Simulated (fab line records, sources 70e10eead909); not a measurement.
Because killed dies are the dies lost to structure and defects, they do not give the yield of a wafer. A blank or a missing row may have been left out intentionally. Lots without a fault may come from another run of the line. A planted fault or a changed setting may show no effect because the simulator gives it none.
One fault through the eyes of 2 desks + flow nandHarc + only its own numbers are on each desk; what lay behind them is given at the end

## THE TOOL OWNER'S DESK: pecvd-01
The tool's own readings at NHARC_A_ONON_D2_DEP_33 (deposits SiO2, target thk 200 nm): means of the sampled wafers that have a number, for each lot that ran on this tool. The brackets show how far a lot's mean lies from the usual mean; more than 4 standard deviations puts the lot out of limits, marked OUT.
Columns: A = heaterPowerW at NHARC_A_ONON_D2_DEP_33, usual 548 W; B = throttleValvePct at NHARC_A_ONON_D2_DEP_33, usual 16.3 %
| lot  | first seen here | A   | B    |
|------|-----------------|-----|------|
| L651 | day 13 10:19    | 606 | 16.9 |
| L657 | day 15 09:12    | 550 | 16.3 |
| L659 | day 16 05:03    | 587 | 16.3 |
| L663 | day 18 14:38    | 619 | 16.2 |
| L666 | day 19 02:10    | 586 | 16.1 |
| L674 | day 22 15:07    | 615 | 16.7 |
This desk's finding: nothing out of limits on any of the 6 lots.

## FROM THE METROLOGY DESK
Lot by lot, what the gauges showed, no matter which tool ran the lot: averages of those sampled wafers that carry a number. The brackets show how far a lot's mean lies from the usual mean; more than 4 standard deviations puts the lot out of limits, marked OUT.
Columns: A = thkNm at NHARC_A_ONON_D2_THK_MEAS_30, usual 1003 nm; B = thkNm at NHARC_A_ONON_D2_THK_MEAS_34, usual 199.5 nm
| lot  | first seen here | A    | B     |
|------|-----------------|------|-------|
| L651 | day 13 10:15    | 998  | 202.3 |
| L653 | day 14 03:35    | 1012 | 199.3 |
| L655 | day 15 09:08    | 1006 | 201.0 |
| L657 | day 15 09:09    | 1009 | 198.4 |
| L658 | day 16 04:58    | 1000 | 198.2 |
| L659 | day 16 04:59    | 990  | 198.9 |
| L660 | day 17 01:53    | 1000 | 198.9 |
| L663 | day 18 14:32    | 992  | 192.5 |
| L666 | day 19 02:07    | 996  | 191.9 |
| L671 | day 20 20:42    | 1004 | 200.1 |
| L672 | day 22 01:13    | 1015 | 197.6 |
| L673 | day 22 15:04    | 1010 | 198.1 |
| L674 | day 22 15:04    | 997  | 199.5 |
This desk's finding: nothing out of limits on any of the 13 lots.

## ALL TOGETHER
The desk of the tool owner found nothing out of limits.
Metrology desk: nothing out of limits seen.

## WHAT THE SIMULATOR PUT IN
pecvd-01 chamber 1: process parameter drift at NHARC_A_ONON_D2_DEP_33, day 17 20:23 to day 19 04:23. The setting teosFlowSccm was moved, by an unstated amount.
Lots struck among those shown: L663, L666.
